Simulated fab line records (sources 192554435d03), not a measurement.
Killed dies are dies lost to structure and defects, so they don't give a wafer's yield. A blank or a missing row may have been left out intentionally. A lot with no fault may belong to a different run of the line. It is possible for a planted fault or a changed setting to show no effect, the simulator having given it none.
8D (eight disciplines) problem report, filled in by code :: flow n5 finfet :: the parts of the form that need people (team, actions taken, sign-off) are left out

## 1. PROBLEM STATEMENT
Wafers without a fault read 143.3 s, standard deviation 0.56; run length s at N5_BEOL_M1_ETCH_70 reads a mean of 173.3 s on 5 wafers belonging to 3 lots. That puts it +53 standard deviations away from the usual mean.
The step: etches SOC in N2/H2, target depth 80 nm, overetch 16 nm, time 120 s.
The first sign was on wafer L140.1 at day 8 05:59, on rie diel-02. At this step, 24 wafers from 9 lots have a number in the record. By rule, "out" or "out of limits" means more than 4 standard deviations away from the usual mean. Any other wafer with a number is counted as sound.

## 2. WHAT IT IS AND WHAT IT IS NOT
question: which readings at this step
is: run length s
is not: drypump motor current A, oes product au, rf vpp V, showerhead plenum p Torr

question: which lots
is: L140, L141, L144
is not: L132, L134, L151, L152, L153, L155

question: which wafers of those lots
is: L140.1, L140.4, L141.1, L141.4, L144.1
is not: L144.2

question: read on which tools
is: rie diel-02
is not: rie diel-01

question: when
is: from day 8 05:59
is not: up to then (6 sound wafers); but 13 sound wafers of L144, L151, L152, L153, L155 came after

## 3. THE SUSPECTS, EACH WITH WHAT RULES IT OUT
Counting: if a tool at a process step up to the reading ran every lot that is out, it stays a suspect. Sound lots after the first of them don't rule it out here, since some wafers of a struck lot are sound.
- rie diel-01 at N5_BEOL_M1_STRIP_66 (strips in CF4): kept. It processed each lot that is out (first: L140, day 8 02:44); up to then, its last sound lot is L132 (day 6 19:37).
- rie diel-02 at N5_BEOL_M1_ETCH_70 (etches SOC in N2/H2, target depth 80 nm, overetch 16 nm, time 120 s): kept. It processed each lot that is out (first: L140, day 8 05:59); up to then, its last sound lot is L132 (day 6 22:52). Its own run length s readings are out on those wafers.
Left after counting: rie diel-01 at N5_BEOL_M1_STRIP_66, rie diel-02 at N5_BEOL_M1_ETCH_70.

## 4. THE CAUSE (what the simulator had put in)
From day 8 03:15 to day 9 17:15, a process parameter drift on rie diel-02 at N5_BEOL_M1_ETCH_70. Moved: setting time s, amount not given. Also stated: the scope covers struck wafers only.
This tool is one of the 2 suspects left after counting.

## 5. SEQUENCE OF EFFECTS, ordered by route
Each row: a reading where the mean over the struck wafers with a number is more than 3 standard deviations away from the usual. Scope: only readings with a usual standard deviation given in the record; hours: median across lots of the time from each lot's start at the first step in this table that gives one to its start at this step; sigmas: change in usual standard deviations.
hours: 0
step: N5_BEOL_M1_ETCH_70
reading: run length s
usual: 143.3 s
on struck wafers: 173.3
change: +30.0
sigmas: +53
It contains these process steps:
- N5_BEOL_M1_ETCH_70: etches SOC in N2/H2, target depth 80 nm, overetch 16 nm, time 120 s.
Later steps that measure or inspect, where all struck wafers having a row at the step show a number for every such reading and not one has moved that far: N5_BEOL_M4_RC_MEAS_101.

## 6. WHAT WOULD HAVE CAUGHT IT SOONER
In this record no reading fell out of limits until day 8 05:59, 3 hours after the fault had begun at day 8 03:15.
